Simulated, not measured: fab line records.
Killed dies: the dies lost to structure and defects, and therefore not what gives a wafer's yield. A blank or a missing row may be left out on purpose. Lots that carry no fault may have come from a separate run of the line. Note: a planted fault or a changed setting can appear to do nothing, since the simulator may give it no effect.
Matching of chambers + flow n5_finfet + 4 sister chambers for N5_GATE_CUT_STRIP_42 on rie_diel-04
The step strips in O2. 4 wafers are shown with their chamber, then 11 later ones without.

## WAFERS PAIRED WITH THEIR CHAMBERS
| wafer  | chamber | showerhead_plenum_p_Torr (Torr) |
|--------|---------|---------------------------------|
| L082.5 | 2       | 2.18                            |
| L086.1 | 1       | 2.15                            |
| L086.6 | 3       | 1.99                            |
| L088.1 | 0       | 2.17                            |

## WAFERS WITH NO CHAMBER GIVEN
| wafer  | showerhead_plenum_p_Torr (Torr) |
|--------|---------------------------------|
| L088.2 | 2.18                            |
| L088.5 | 2.15                            |
| L090.1 | 2.18                            |
| L090.4 | 1.98                            |
| L090.5 | 2.18                            |
| L094.3 | 1.98                            |
| L094.4 | 2.17                            |
| L094.6 | 2.15                            |
| L095.1 | 2.16                            |
| L095.5 | 1.98                            |
| L095.6 | 2.16                            |

## THE CHAMBER EACH PASSED THROUGH
| wafer  | from the rows above          | in truth |
|--------|------------------------------|----------|
| L088.2 | can't be placed: 2 or 0      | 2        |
| L088.5 | 1                            | 1        |
| L090.1 | can't be placed: 2 or 0      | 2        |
| L090.4 | 3                            | 3        |
| L090.5 | can't be placed: 2 or 0      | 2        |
| L094.3 | 3                            | 3        |
| L094.4 | can't be placed: 0 or 2      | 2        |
| L094.6 | 1                            | 1        |
| L095.1 | can't be placed: 0 or 1 or 2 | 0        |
| L095.5 | 3                            | 3        |
| L095.6 | can't be placed: 0 or 1 or 2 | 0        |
Correct placement for 5 of the 11. These rows do not allow placing 6 (true chamber among the candidates in 6). 0 placed wrongly.
How it was worked out, from the rows above alone: a wafer's distance from a chamber is the root of the sum, over the readings, of the square of ((its reading less the chamber's mean) divided by the reading's scatter). The wafer belongs to the nearest chamber; if the next one is less than 2 further off, it can't be placed. A chamber's mean is the mean of its shown wafers. The scatter (one wafer shown for each chamber): square how far every hidden wafer sits from the nearest shown wafer, average those squares and take the square root.
